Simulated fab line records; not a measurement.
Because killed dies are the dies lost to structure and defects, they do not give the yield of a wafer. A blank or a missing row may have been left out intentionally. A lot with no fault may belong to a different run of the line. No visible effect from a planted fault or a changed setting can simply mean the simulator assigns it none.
Matching of chambers || flow n5-finfet || rie-diel-03 running N5_BEOL_M0_CUTY_DESCUM_61: 4 sister chambers
The step chemistry O2, time 7.9 s. 8 wafers are shown with their chamber, then 9 later ones without.

== EACH WAFER AND ITS CHAMBER ==
{"wafer": "L077.6", "chamber": 3, "drypump-motor-current-A (A)": 6.1, "showerhead-plenum-p-Torr (Torr)": 2.12}
{"wafer": "L086.2", "chamber": 2, "drypump-motor-current-A (A)": 4.8, "showerhead-plenum-p-Torr (Torr)": 2.05}
{"wafer": "L086.4", "chamber": 1, "drypump-motor-current-A (A)": 6.3, "showerhead-plenum-p-Torr (Torr)": 2.15}
{"wafer": "L089.1", "chamber": 2, "drypump-motor-current-A (A)": 4.8, "showerhead-plenum-p-Torr (Torr)": 2.04}
{"wafer": "L089.2", "chamber": 3, "drypump-motor-current-A (A)": 6.1, "showerhead-plenum-p-Torr (Torr)": 2.11}
{"wafer": "L094.1", "chamber": 0, "drypump-motor-current-A (A)": 5.7, "showerhead-plenum-p-Torr (Torr)": 2.03}
{"wafer": "L094.3", "chamber": 1, "drypump-motor-current-A (A)": 6.3, "showerhead-plenum-p-Torr (Torr)": 2.15}
{"wafer": "L094.5", "chamber": 0, "drypump-motor-current-A (A)": 5.8, "showerhead-plenum-p-Torr (Torr)": 2.03}

== WAFERS WITH NO CHAMBER GIVEN ==
{"wafer": "L095.3", "drypump-motor-current-A (A)": 5.8, "showerhead-plenum-p-Torr (Torr)": 2.03}
{"wafer": "L095.4", "drypump-motor-current-A (A)": 6.1, "showerhead-plenum-p-Torr (Torr)": 2.11}
{"wafer": "L095.5", "drypump-motor-current-A (A)": 4.8, "showerhead-plenum-p-Torr (Torr)": 2.04}
{"wafer": "L096.3", "drypump-motor-current-A (A)": 6.2, "showerhead-plenum-p-Torr (Torr)": 2.15}
{"wafer": "L096.5", "drypump-motor-current-A (A)": 4.8, "showerhead-plenum-p-Torr (Torr)": 2.04}
{"wafer": "L096.6", "drypump-motor-current-A (A)": 6.1, "showerhead-plenum-p-Torr (Torr)": 2.11}
{"wafer": "L097.1", "drypump-motor-current-A (A)": 6.1, "showerhead-plenum-p-Torr (Torr)": 2.11}
{"wafer": "L097.3", "drypump-motor-current-A (A)": 4.8, "showerhead-plenum-p-Torr (Torr)": 2.04}
{"wafer": "L097.5", "drypump-motor-current-A (A)": 5.7, "showerhead-plenum-p-Torr (Torr)": 2.03}

== CHAMBER TAKEN BY EACH ==
{"wafer": "L095.3", "from the rows above": 0, "in truth": 0}
{"wafer": "L095.4", "from the rows above": 3, "in truth": 3}
{"wafer": "L095.5", "from the rows above": 2, "in truth": 2}
{"wafer": "L096.3", "from the rows above": 1, "in truth": 1}
{"wafer": "L096.5", "from the rows above": 2, "in truth": 2}
{"wafer": "L096.6", "from the rows above": 3, "in truth": 3}
{"wafer": "L097.1", "from the rows above": 3, "in truth": 3}
{"wafer": "L097.3", "from the rows above": 2, "in truth": 2}
{"wafer": "L097.5", "from the rows above": 0, "in truth": 0}
Correct placement for 9 of the 9. Not placeable from these rows: 0. 0 placed wrongly.
How it was worked out, from the rows above alone: a wafer's distance from a chamber is the root of the sum, over the readings, of the square of ((its reading less the chamber's mean) divided by the reading's scatter). If the next closest chamber is less than 2 further off than the closest, the wafer can't be placed; otherwise it belongs to the closest. The mean given for a chamber averages the wafers shown for that chamber. How the scatter is found: for the shown wafers, subtract from each reading the mean of its chamber, square and add these, divide the total by (wafers less chambers), then take the root.
